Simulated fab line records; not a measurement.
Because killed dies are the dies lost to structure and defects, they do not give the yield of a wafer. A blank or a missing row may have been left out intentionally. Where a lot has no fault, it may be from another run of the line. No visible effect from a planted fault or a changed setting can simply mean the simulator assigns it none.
The tool behind it: which one? || flow nand_harc || Sampling: 11 lots, 33 wafers, 6 of 1302 route steps

## WHAT EACH GAUGE READ, for each wafer
NHARC_P_M0_INSPECT_27. Usual: raw_defect_count reads 292 (standard deviation 110).
{"lot": "L997", "measured": "day 6 02:16", "on": "defect_inspect-01", "raw_defect_count": "178 272 257", "flag": ""}
{"lot": "L998", "measured": "day 6 18:22", "on": "defect_inspect-02", "raw_defect_count": "523 230 506", "flag": ""}
{"lot": "L107", "measured": "day 10 12:14", "on": "defect_inspect-02", "raw_defect_count": "225 154 152", "flag": ""}
{"lot": "L108", "measured": "day 10 20:13", "on": "defect_inspect-02", "raw_defect_count": "252 268 222", "flag": ""}
{"lot": "L110", "measured": "day 11 13:43", "on": "defect_inspect-01", "raw_defect_count": "278 203 265", "flag": ""}
{"lot": "L114", "measured": "day 13 19:16", "on": "defect_inspect-02", "raw_defect_count": "1221 1312 1381", "flag": "OFF"}
{"lot": "L117", "measured": "day 14 06:17", "on": "defect_inspect-02", "raw_defect_count": "243 171 131", "flag": ""}
{"lot": "L116", "measured": "day 14 06:56", "on": "defect_inspect-02", "raw_defect_count": "152 196 258", "flag": ""}
{"lot": "L118", "measured": "day 14 18:50", "on": "defect_inspect-02", "raw_defect_count": "502 456 360", "flag": ""}
{"lot": "L120", "measured": "day 15 11:05", "on": "defect_inspect-02", "raw_defect_count": "244 274 174", "flag": ""}
{"lot": "L119", "measured": "day 15 11:14", "on": "defect_inspect-02", "raw_defect_count": "564 251 370", "flag": ""}

NHARC_P_M1_OVL_MEAS_10: pitch 260 nm. Usual: overlay_x_nm -0.1 nm, standard deviation 0.93; overlay_y_nm 0.1 nm, standard deviation 0.93.
{"lot": "L997", "measured": "day 6 03:45", "on": "overlay-01", "overlay_x_nm (nm)": "-2.4 -2.4 -3.1", "overlay_y_nm (nm)": "0.4 0.9 1.0", "flag": ""}
{"lot": "L998", "measured": "day 6 19:58", "on": "overlay-01", "overlay_x_nm (nm)": "0.8 0.1 0.5", "overlay_y_nm (nm)": "-0.4 -0.2 -0.6", "flag": ""}
{"lot": "L107", "measured": "day 10 13:44", "on": "overlay-01", "overlay_x_nm (nm)": "0.2 -0.1 -0.2", "overlay_y_nm (nm)": "-0.8 -0.8 -0.1", "flag": ""}
{"lot": "L108", "measured": "day 10 21:34", "on": "overlay-02", "overlay_x_nm (nm)": "-0.3 -0.2 -0.3", "overlay_y_nm (nm)": "0.3 1.3 1.2", "flag": ""}
{"lot": "L110", "measured": "day 11 15:12", "on": "overlay-01", "overlay_x_nm (nm)": "0.2 -0.3 0.1", "overlay_y_nm (nm)": "0.4 0.3 0.5", "flag": ""}
{"lot": "L114", "measured": "day 13 20:47", "on": "overlay-01", "overlay_x_nm (nm)": "0.9 0.4 0.5", "overlay_y_nm (nm)": "1.7 1.0 1.4", "flag": ""}
{"lot": "L117", "measured": "day 14 07:46", "on": "overlay-01", "overlay_x_nm (nm)": "-0.8 -0.8 -0.6", "overlay_y_nm (nm)": "1.3 0.6 0.3", "flag": ""}
{"lot": "L116", "measured": "day 14 08:26", "on": "overlay-01", "overlay_x_nm (nm)": "1.4 1.0 1.0", "overlay_y_nm (nm)": "-1.0 -1.2 -0.8", "flag": ""}
{"lot": "L118", "measured": "day 14 20:20", "on": "overlay-02", "overlay_x_nm (nm)": "1.3 0.6 1.3", "overlay_y_nm (nm)": "0.7 0.1 0.4", "flag": ""}
{"lot": "L120", "measured": "day 15 12:35", "on": "overlay-01", "overlay_x_nm (nm)": "-1.0 -1.1 -1.0", "overlay_y_nm (nm)": "0.2 0.5 1.0", "flag": ""}
{"lot": "L119", "measured": "day 15 12:51", "on": "overlay-02", "overlay_x_nm (nm)": "0.2 -0.4 0.0", "overlay_y_nm (nm)": "-1.6 -1.3 -1.1", "flag": ""}

NHARC_P_M1_INSPECT_11. Usual: raw_defect_count reads 4.1 (standard deviation 2.8).
{"lot": "L997", "measured": "day 6 03:47", "on": "defect_inspect-01", "raw_defect_count": "3 2 6", "flag": ""}
{"lot": "L998", "measured": "day 6 19:59", "on": "defect_inspect-02", "raw_defect_count": "5 2 1", "flag": ""}
{"lot": "L107", "measured": "day 10 13:46", "on": "defect_inspect-01", "raw_defect_count": "1 1 3", "flag": ""}
{"lot": "L108", "measured": "day 10 21:36", "on": "defect_inspect-01", "raw_defect_count": "2 8 5", "flag": ""}
{"lot": "L110", "measured": "day 11 15:14", "on": "defect_inspect-02", "raw_defect_count": "3 2 4", "flag": ""}
{"lot": "L114", "measured": "day 13 20:49", "on": "defect_inspect-01", "raw_defect_count": "1011 1065 1018", "flag": "OFF"}
{"lot": "L117", "measured": "day 14 07:49", "on": "defect_inspect-02", "raw_defect_count": "3 1 6", "flag": ""}
{"lot": "L116", "measured": "day 14 08:28", "on": "defect_inspect-02", "raw_defect_count": "4 3 3", "flag": ""}
{"lot": "L118", "measured": "day 14 20:23", "on": "defect_inspect-02", "raw_defect_count": "12 11 10", "flag": ""}
{"lot": "L120", "measured": "day 15 12:37", "on": "defect_inspect-02", "raw_defect_count": "3 2 4", "flag": ""}
{"lot": "L119", "measured": "day 15 12:53", "on": "defect_inspect-02", "raw_defect_count": "3 1 3", "flag": ""}

## EACH LOT AND THE TOOL THAT RAN IT (in order: tool; ch and the chambers of the sampled wafers; start)
{"lot": "L997", "NHARC_P_M0_DESCUM_14": "rie_diel-08 ch 0,3, day 5 23:48", "NHARC_P_M0_ETCH_34": "rie_diel-08 ch 2,3, day 5 23:53", "NHARC_P_M0_CMP_23": "cmp-03 ch 0,1,2, day 6 01:49"}
{"lot": "L998", "NHARC_P_M0_DESCUM_14": "rie_diel-08 ch 0,2,3, day 6 15:53", "NHARC_P_M0_ETCH_34": "rie_diel-08 ch 1,2, day 6 15:59", "NHARC_P_M0_CMP_23": "cmp-01 ch 1,3, day 6 17:53"}
{"lot": "L107", "NHARC_P_M0_DESCUM_14": "rie_diel-08 ch 0,2,3, day 10 09:44", "NHARC_P_M0_ETCH_34": "rie_diel-08 ch 0,1,3, day 10 09:50", "NHARC_P_M0_CMP_23": "cmp-01 ch 0,1,3, day 10 11:48"}
{"lot": "L108", "NHARC_P_M0_DESCUM_14": "rie_diel-04 ch 0,2,3, day 10 17:43", "NHARC_P_M0_ETCH_34": "rie_diel-04 ch 2,3, day 10 17:49", "NHARC_P_M0_CMP_23": "cmp-01 ch 0,1, day 10 19:44"}
{"lot": "L110", "NHARC_P_M0_DESCUM_14": "rie_diel-08 ch 0,2, day 11 11:15", "NHARC_P_M0_ETCH_34": "rie_diel-08 ch 0,3, day 11 11:20", "NHARC_P_M0_CMP_23": "cmp-02 ch 0,2,3, day 11 13:15"}
{"lot": "L114", "NHARC_P_M0_DESCUM_14": "rie_diel-07 ch 1,3, day 13 16:47", "NHARC_P_M0_ETCH_34": "rie_diel-07 ch 1,3, day 13 16:53", "NHARC_P_M0_CMP_23": "cmp-01 ch 2,3, day 13 18:49"}
{"lot": "L117", "NHARC_P_M0_DESCUM_14": "rie_diel-08 ch 0,2,3, day 14 03:49", "NHARC_P_M0_ETCH_34": "rie_diel-08 ch 0,1,2, day 14 03:53", "NHARC_P_M0_CMP_23": "cmp-03 ch 1,2, day 14 05:51"}
{"lot": "L116", "NHARC_P_M0_DESCUM_14": "rie_diel-08 ch 0,1,3, day 14 04:28", "NHARC_P_M0_ETCH_34": "rie_diel-08 ch 0,1,2, day 14 04:33", "NHARC_P_M0_CMP_23": "cmp-03 ch 1,2, day 14 06:28"}
{"lot": "L118", "NHARC_P_M0_DESCUM_14": "rie_diel-07 ch 1,2, day 14 16:23", "NHARC_P_M0_ETCH_34": "rie_diel-07 ch 2,3, day 14 16:28", "NHARC_P_M0_CMP_23": "cmp-03 ch 1,2, day 14 18:24"}
{"lot": "L120", "NHARC_P_M0_DESCUM_14": "rie_diel-04 ch 0,1, day 15 08:32", "NHARC_P_M0_ETCH_34": "rie_diel-04 ch 0,2,3, day 15 08:41", "NHARC_P_M0_CMP_23": "cmp-02 ch 0,1,3, day 15 10:37"}
{"lot": "L119", "NHARC_P_M0_DESCUM_14": "rie_diel-04 ch 1,2, day 15 08:43", "NHARC_P_M0_ETCH_34": "rie_diel-04 ch 0,1, day 15 08:50", "NHARC_P_M0_CMP_23": "cmp-03 ch 1,2,3, day 15 10:46"}
- NHARC_P_M0_DESCUM_14: chemistry O2, time 3 s.
- NHARC_P_M0_ETCH_34: etches the open film in N2/H2, target depth 40 nm, overetch 12 nm, time 43.94 s.
- NHARC_P_M0_CMP_23: polishes, t overpolish 20 s, target thk 117.54 nm.

## WHAT THE TOOLS THEMSELVES READ (means of the sampled wafers that have a number; where no wafer has one, the mark that the record gives instead)
NHARC_P_M0_DESCUM_14. Usual: chamber_pressure_mTorr 60.00 mTorr, standard deviation 0.056; drypump_motor_current_A 5.7 A, standard deviation 0.49; oes_product_au 1.001 a.u., standard deviation 0.0097; rf_vpp_V 57.9 V, standard deviation 0.95; showerhead_plenum_p_Torr 1.94 Torr, standard deviation 0.079; throttle_valve_pct 11.311 %, standard deviation 0.009.
{"lot": "L997", "tool": "rie_diel-08", "chamber_pressure_mTorr (mTorr)": 59.97, "drypump_motor_current_A (A)": 5.8, "oes_product_au (a.u.)": 1.008, "rf_vpp_V (V)": 57.7, "showerhead_plenum_p_Torr (Torr)": 1.89, "throttle_valve_pct (%)": 11.311, "flag": ""}
{"lot": "L998", "tool": "rie_diel-08", "chamber_pressure_mTorr (mTorr)": 59.95, "drypump_motor_current_A (A)": 5.9, "oes_product_au (a.u.)": 1.003, "rf_vpp_V (V)": 57.1, "showerhead_plenum_p_Torr (Torr)": 1.90, "throttle_valve_pct (%)": 11.306, "flag": ""}
{"lot": "L107", "tool": "rie_diel-08", "chamber_pressure_mTorr (mTorr)": 59.97, "drypump_motor_current_A (A)": 5.8, "oes_product_au (a.u.)": 1.008, "rf_vpp_V (V)": 57.3, "showerhead_plenum_p_Torr (Torr)": 1.89, "throttle_valve_pct (%)": 11.308, "flag": ""}
{"lot": "L108", "tool": "rie_diel-04", "chamber_pressure_mTorr (mTorr)": 60.02, "drypump_motor_current_A (A)": 5.7, "oes_product_au (a.u.)": 1.000, "rf_vpp_V (V)": 58.7, "showerhead_plenum_p_Torr (Torr)": 1.99, "throttle_valve_pct (%)": 11.305, "flag": ""}
{"lot": "L110", "tool": "rie_diel-08", "chamber_pressure_mTorr (mTorr)": 59.94, "drypump_motor_current_A (A)": 6.3, "oes_product_au (a.u.)": 1.003, "rf_vpp_V (V)": 58.0, "showerhead_plenum_p_Torr (Torr)": 1.94, "throttle_valve_pct (%)": 11.312, "flag": ""}
{"lot": "L114", "tool": "rie_diel-07", "chamber_pressure_mTorr (mTorr)": 60.02, "drypump_motor_current_A (A)": 5.7, "oes_product_au (a.u.)": 0.987, "rf_vpp_V (V)": 59.2, "showerhead_plenum_p_Torr (Torr)": 2.06, "throttle_valve_pct (%)": 11.311, "flag": ""}
{"lot": "L117", "tool": "rie_diel-08", "chamber_pressure_mTorr (mTorr)": 60.04, "drypump_motor_current_A (A)": 5.9, "oes_product_au (a.u.)": 0.997, "rf_vpp_V (V)": 58.0, "showerhead_plenum_p_Torr (Torr)": 1.89, "throttle_valve_pct (%)": 11.320, "flag": ""}
{"lot": "L116", "tool": "rie_diel-08", "chamber_pressure_mTorr (mTorr)": 60.00, "drypump_motor_current_A (A)": 6.0, "oes_product_au (a.u.)": 1.010, "rf_vpp_V (V)": 57.8, "showerhead_plenum_p_Torr (Torr)": 1.92, "throttle_valve_pct (%)": 11.309, "flag": ""}
{"lot": "L118", "tool": "rie_diel-07", "chamber_pressure_mTorr (mTorr)": 60.03, "drypump_motor_current_A (A)": 5.6, "oes_product_au (a.u.)": 1.004, "rf_vpp_V (V)": 58.2, "showerhead_plenum_p_Torr (Torr)": 1.99, "throttle_valve_pct (%)": 11.316, "flag": ""}
{"lot": "L120", "tool": "rie_diel-04", "chamber_pressure_mTorr (mTorr)": 60.01, "drypump_motor_current_A (A)": 5.6, "oes_product_au (a.u.)": 0.996, "rf_vpp_V (V)": 58.6, "showerhead_plenum_p_Torr (Torr)": 2.03, "throttle_valve_pct (%)": 11.310, "flag": ""}
{"lot": "L119", "tool": "rie_diel-04", "chamber_pressure_mTorr (mTorr)": 60.03, "drypump_motor_current_A (A)": 5.6, "oes_product_au (a.u.)": 0.997, "rf_vpp_V (V)": 58.0, "showerhead_plenum_p_Torr (Torr)": 1.97, "throttle_valve_pct (%)": 11.312, "flag": ""}

NHARC_P_M0_ETCH_34. Usual: value, then standard deviation, for each; chamber_pressure_mTorr 30.000 mTorr / 0.026; drypump_motor_current_A 5.7 A / 0.45; n2_flow_sccm 149.9 sccm / 0.43; oes_product_au 1.001 a.u. / 0.0098; rf_vpp_V 431.6 V / 2.4; showerhead_plenum_p_Torr 2.08 Torr / 0.085; throttle_valve_pct 14.172 % / 0.0089.
{"lot": "L997", "tool": "rie_diel-08", "chamber_pressure_mTorr (mTorr)": 30.021, "drypump_motor_current_A (A)": 5.4, "n2_flow_sccm (sccm)": 149.5, "oes_product_au (a.u.)": 1.003, "rf_vpp_V (V)": 428.6, "showerhead_plenum_p_Torr (Torr)": 1.97, "throttle_valve_pct (%)": 14.176, "flag": ""}
{"lot": "L998", "tool": "rie_diel-08", "chamber_pressure_mTorr (mTorr)": 29.988, "drypump_motor_current_A (A)": 5.6, "n2_flow_sccm (sccm)": 150.0, "oes_product_au (a.u.)": 0.986, "rf_vpp_V (V)": 431.6, "showerhead_plenum_p_Torr (Torr)": 2.05, "throttle_valve_pct (%)": 14.161, "flag": ""}
{"lot": "L107", "tool": "rie_diel-08", "chamber_pressure_mTorr (mTorr)": 30.017, "drypump_motor_current_A (A)": 6.0, "n2_flow_sccm (sccm)": 150.0, "oes_product_au (a.u.)": 1.010, "rf_vpp_V (V)": 432.0, "showerhead_plenum_p_Torr (Torr)": 2.05, "throttle_valve_pct (%)": 14.180, "flag": ""}
{"lot": "L108", "tool": "rie_diel-04", "chamber_pressure_mTorr (mTorr)": 29.975, "drypump_motor_current_A (A)": 5.6, "n2_flow_sccm (sccm)": 150.2, "oes_product_au (a.u.)": 1.004, "rf_vpp_V (V)": 432.2, "showerhead_plenum_p_Torr (Torr)": 2.09, "throttle_valve_pct (%)": 14.164, "flag": ""}
{"lot": "L110", "tool": "rie_diel-08", "chamber_pressure_mTorr (mTorr)": 29.999, "drypump_motor_current_A (A)": 5.8, "n2_flow_sccm (sccm)": 149.9, "oes_product_au (a.u.)": 1.011, "rf_vpp_V (V)": 430.4, "showerhead_plenum_p_Torr (Torr)": 2.01, "throttle_valve_pct (%)": 14.171, "flag": ""}
{"lot": "L114", "tool": "rie_diel-07", "chamber_pressure_mTorr (mTorr)": 30.007, "drypump_motor_current_A (A)": 5.6, "n2_flow_sccm (sccm)": 149.9, "oes_product_au (a.u.)": 0.984, "rf_vpp_V (V)": 433.8, "showerhead_plenum_p_Torr (Torr)": 2.20, "throttle_valve_pct (%)": 14.176, "flag": ""}
{"lot": "L117", "tool": "rie_diel-08", "chamber_pressure_mTorr (mTorr)": 29.984, "drypump_motor_current_A (A)": 6.0, "n2_flow_sccm (sccm)": 149.8, "oes_product_au (a.u.)": 0.997, "rf_vpp_V (V)": 431.0, "showerhead_plenum_p_Torr (Torr)": 2.05, "throttle_valve_pct (%)": 14.173, "flag": ""}
{"lot": "L116", "tool": "rie_diel-08", "chamber_pressure_mTorr (mTorr)": 30.000, "drypump_motor_current_A (A)": 6.0, "n2_flow_sccm (sccm)": 150.2, "oes_product_au (a.u.)": 0.996, "rf_vpp_V (V)": 431.3, "showerhead_plenum_p_Torr (Torr)": 2.05, "throttle_valve_pct (%)": 14.160, "flag": ""}
{"lot": "L118", "tool": "rie_diel-07", "chamber_pressure_mTorr (mTorr)": 30.005, "drypump_motor_current_A (A)": 5.3, "n2_flow_sccm (sccm)": 149.2, "oes_product_au (a.u.)": 0.987, "rf_vpp_V (V)": 432.5, "showerhead_plenum_p_Torr (Torr)": 2.12, "throttle_valve_pct (%)": 14.176, "flag": ""}
{"lot": "L120", "tool": "rie_diel-04", "chamber_pressure_mTorr (mTorr)": 30.000, "drypump_motor_current_A (A)": 5.7, "n2_flow_sccm (sccm)": 149.8, "oes_product_au (a.u.)": 1.006, "rf_vpp_V (V)": 433.3, "showerhead_plenum_p_Torr (Torr)": 2.11, "throttle_valve_pct (%)": 14.175, "flag": ""}
{"lot": "L119", "tool": "rie_diel-04", "chamber_pressure_mTorr (mTorr)": 30.024, "drypump_motor_current_A (A)": 5.6, "n2_flow_sccm (sccm)": 149.6, "oes_product_au (a.u.)": 1.004, "rf_vpp_V (V)": 433.9, "showerhead_plenum_p_Torr (Torr)": 2.17, "throttle_valve_pct (%)": 14.177, "flag": ""}

NHARC_P_M0_CMP_23. Usual: motor_current_A 12.1 A, standard deviation 0.94; retaining_ring_pressure_frac 1.000, standard deviation 0.0051; slurry_filter_dp_kPa 13.48 kPa, standard deviation 0.14; time_to_endpoint_s 28.7 s, standard deviation 2.8.
{"lot": "L997", "tool": "cmp-03", "motor_current_A (A)": 12.1, "retaining_ring_pressure_frac": 0.997, "slurry_filter_dp_kPa (kPa)": 13.59, "time_to_endpoint_s (s)": 28.5, "flag": ""}
{"lot": "L998", "tool": "cmp-01", "motor_current_A (A)": 12.1, "retaining_ring_pressure_frac": 1.000, "slurry_filter_dp_kPa (kPa)": 13.49, "time_to_endpoint_s (s)": 30.1, "flag": ""}
{"lot": "L107", "tool": "cmp-01", "motor_current_A (A)": 12.4, "retaining_ring_pressure_frac": 1.000, "slurry_filter_dp_kPa (kPa)": 13.46, "time_to_endpoint_s (s)": 31.3, "flag": ""}
{"lot": "L108", "tool": "cmp-01", "motor_current_A (A)": 11.3, "retaining_ring_pressure_frac": 1.004, "slurry_filter_dp_kPa (kPa)": 13.56, "time_to_endpoint_s (s)": 31.9, "flag": ""}
{"lot": "L110", "tool": "cmp-02", "motor_current_A (A)": 12.8, "retaining_ring_pressure_frac": 1.004, "slurry_filter_dp_kPa (kPa)": 13.58, "time_to_endpoint_s (s)": 28.2, "flag": ""}
{"lot": "L114", "tool": "cmp-01", "motor_current_A (A)": 12.3, "retaining_ring_pressure_frac": 1.000, "slurry_filter_dp_kPa (kPa)": 13.58, "time_to_endpoint_s (s)": 25.7, "flag": ""}
{"lot": "L117", "tool": "cmp-03", "motor_current_A (A)": 11.7, "retaining_ring_pressure_frac": 1.000, "slurry_filter_dp_kPa (kPa)": 13.51, "time_to_endpoint_s (s)": 30.1, "flag": ""}
{"lot": "L116", "tool": "cmp-03", "motor_current_A (A)": 11.6, "retaining_ring_pressure_frac": 1.000, "slurry_filter_dp_kPa (kPa)": 13.40, "time_to_endpoint_s (s)": 27.7, "flag": ""}
{"lot": "L118", "tool": "cmp-03", "motor_current_A (A)": 11.6, "retaining_ring_pressure_frac": 1.004, "slurry_filter_dp_kPa (kPa)": 13.36, "time_to_endpoint_s (s)": 27.8, "flag": ""}
{"lot": "L120", "tool": "cmp-02", "motor_current_A (A)": 13.1, "retaining_ring_pressure_frac": 0.999, "slurry_filter_dp_kPa (kPa)": 13.52, "time_to_endpoint_s (s)": 29.2, "flag": ""}
{"lot": "L119", "tool": "cmp-03", "motor_current_A (A)": 11.7, "retaining_ring_pressure_frac": 1.000, "slurry_filter_dp_kPa (kPa)": 13.59, "time_to_endpoint_s (s)": 27.3, "flag": ""}

## THE ANSWER, worked out from the rows above alone
Rule: a lot is off if the mean of its wafers that have a number lies more than 3 standard deviations from the usual mean. Also off: a lot with no number at a reading for which 4 or more lots have one. The other lots that the step has rows for count as sound. Order of review: gauges by route order, followed by the tools' own readings, for which a lot's mean as printed above is used. At the first step where some lot is off, the reading lying furthest off is the one used; lots without a number count as furthest.
Off at NHARC_P_M0_INSPECT_27 (raw_defect_count): L114.
A tool fits if, at a process step before that reading, it ran every lot that is off, and no sound lot after the first of them. Not tried: the gauges at NHARC_P_M0_INSPECT_27; whatever is off there is also off at NHARC_P_M1_INSPECT_11, on other tools, and gauge error can't account for it. One fits: NHARC_P_M0_CMP_23 on cmp-01. A fault onset in the window from L108 (day 10 19:44, its last sound lot) to L114 (day 13 18:49, its first lot off) fits.

## WHAT THE SIMULATOR HAD PUT IN
Chamber particle source: cmp-01, from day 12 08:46 on, at NHARC_P_M0_CMP_23. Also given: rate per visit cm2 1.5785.
Struck lots among those shown: L114. The rule given above showed the same thing.
